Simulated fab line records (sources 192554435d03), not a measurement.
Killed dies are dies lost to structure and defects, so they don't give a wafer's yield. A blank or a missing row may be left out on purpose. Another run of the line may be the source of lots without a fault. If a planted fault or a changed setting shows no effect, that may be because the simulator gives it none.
Comparing a struck lot with a sound one / flow n5Finfet / 15 out of 1938 route steps
Sound: wafers L476.2, L476.4, L476.5. Struck: wafer L493.5 (left out: L493.4, a lot-mate that was not struck); the cause follows at the end.
Each step with rows lists, per side, the tool, then ch with its chambers, then its first start. Under that, the readings that differ: sound wafers / struck wafers / difference of the means / sigmas: that difference in standard deviations of wafers without a fault.
alike: readings with means less than 2 such deviations apart, plus words and numbers identical on both sides. not compared: withheld readings, readings lacking a value on some wafer, bounds such as >300 that could conceal the same value, and numbers that have no deviation in the record and whose values overlap.
Wherever a step has rows on one side only, a row that says differs or no value, or a row with sigmas, the two part there. Numbers that don't overlap but have no deviation are shown without sigmas and don't part them. A reading that every wafer of one side lacks parts them only if that side has two wafers or more.

N5_HKMG_FIN_CD_MEAS_12: target cd 92.8 nm.
  sound on cdSem-02 ch 0, day 4 11:01; struck on cdSem-02 ch 0, day 8 16:32
  alike: cdNm
N5_HKMG_FIN_OVL_MEAS_13:
  sound on overlay-01 ch 0, day 4 11:02; struck on overlay-02 ch 0, day 8 16:33
  alike: NWFM_OVL
N5_HKMG_FIN_INSPECT_14: inspects for defects (macro).
  sound on defectInspect-02 at day 4 11:04; struck on defectInspect-02 at day 8 16:35
  alike: rawDefectCount
then, 1 step without rows for these wafers: N5_HKMG_FIN_DESCUM_17 (chemistry O2, time 7.9 s).
N5_HKMG_FIN_ETCH_31: etches SiARC in CF4, target depth 45.5 nm, time 75.8 s.
  sound on rieDiel-04 ch 1,3, day 4 11:13; struck on rieDiel-05 ch 3, day 8 16:39
  alike: cf4FlowSccm, drypumpMotorCurrentA, etchRfOnTimeS, oesProductAu, rfVppV, showerheadPlenumPTorr, throttleValvePct
  not compared: rfHoursCounterH
then, 2 steps without rows for these wafers: N5_HKMG_FIN_ETCH_32 (etches SOC in N2/H2, target depth 240 nm, time 300 s); N5_HKMG_FIN_STRIP_33 (strips in N2/H2).
N5_HKMG_FIN_STRIP_34: strips in CF4.
  sound on rieDiel-04 ch 1,3, day 4 11:28; struck on rieDiel-05 ch 3, day 8 16:53
  alike: cf4FlowSccm, drypumpMotorCurrentA, oesProductAu, rfVppV, showerheadPlenumPTorr, throttleValvePct
  not compared: rfHoursCounterH
N5_HKMG_FIN_ETCH_35: etches SOC in N2/H2, target depth 215.8 nm, time 243.4 s.
  sound on rieDiel-04 ch 1,3, day 4 11:29; struck on rieDiel-05 ch 3, day 8 16:55
reading=showerheadPlenumPTorr (Torr); sound=2.55 2.63 2.63; struck=2.46; difference=-0.14; sigmas=-2
  alike: drypumpMotorCurrentA, oesProductAu, rfVppV, throttleValvePct
  not compared: rfHoursCounterH
N5_HKMG_FIN_STRIP_92: strips SOC in N2/H2, time 20 s.
  sound on rieDiel-04 ch 1,3, day 4 11:38; struck on rieDiel-05 ch 3, day 8 17:04
reading=rfVppV (V); sound=55.9 54.6 54.0; struck=53.1; difference=-1.7; sigmas=-2
  alike: drypumpMotorCurrentA, oesProductAu, showerheadPlenumPTorr, throttleValvePct
  not compared: rfHoursCounterH
then, 1 step without rows for these wafers: N5_HKMG_FIN_WET_ETCH_18 (etches TiN in SC1, time 55 s, target depth 5.2 nm, rinse time 30 s).
N5_HKMG_FIN_STRIP_19: strips in N2/H2, time 360 s.
  sound on plasmaAsher-02 ch 1, day 4 11:47; struck on plasmaAsher-02 ch 0, day 8 17:20
reading=drypumpMotorCurrentA (A); sound=5.69 5.69 5.70; struck=5.25; difference=-0.44; sigmas=-2
reading=heaterPowerW (W); sound=431 432 430; struck=535; difference=+104; sigmas=+3
  not compared: rfHoursCounterH
N5_HKMG_FIN_ALD_91: deposits TiN, target thk 1 nm, pulse time 1 s, purge time 3 s.
  sound on aldMetal-02 ch 0,1,2, day 4 12:10; struck on aldMetal-01 ch 1, day 8 17:35
reading=coReactantPulseTimeS (s); sound=2 2 2; struck=1.8841; difference=-0.1159; sigmas=
  alike: chamberPressureTorr, heaterPowerW, precursorPulseHeightRel
then, 2 steps without rows for these wafers: N5_HKMG_FIN_COAT_85 (time 60 s, resist thk 300 nm); N5_PASSIVATION_PROBE_49.

WHERE THEY PART
Earliest at N5_HKMG_FIN_ETCH_35; latest, in this record, at N5_HKMG_FIN_STRIP_19. Later steps at which nothing parts them and some readings are alike: N5_HKMG_FIN_ALD_91.

WHY: the cause the simulator had injected
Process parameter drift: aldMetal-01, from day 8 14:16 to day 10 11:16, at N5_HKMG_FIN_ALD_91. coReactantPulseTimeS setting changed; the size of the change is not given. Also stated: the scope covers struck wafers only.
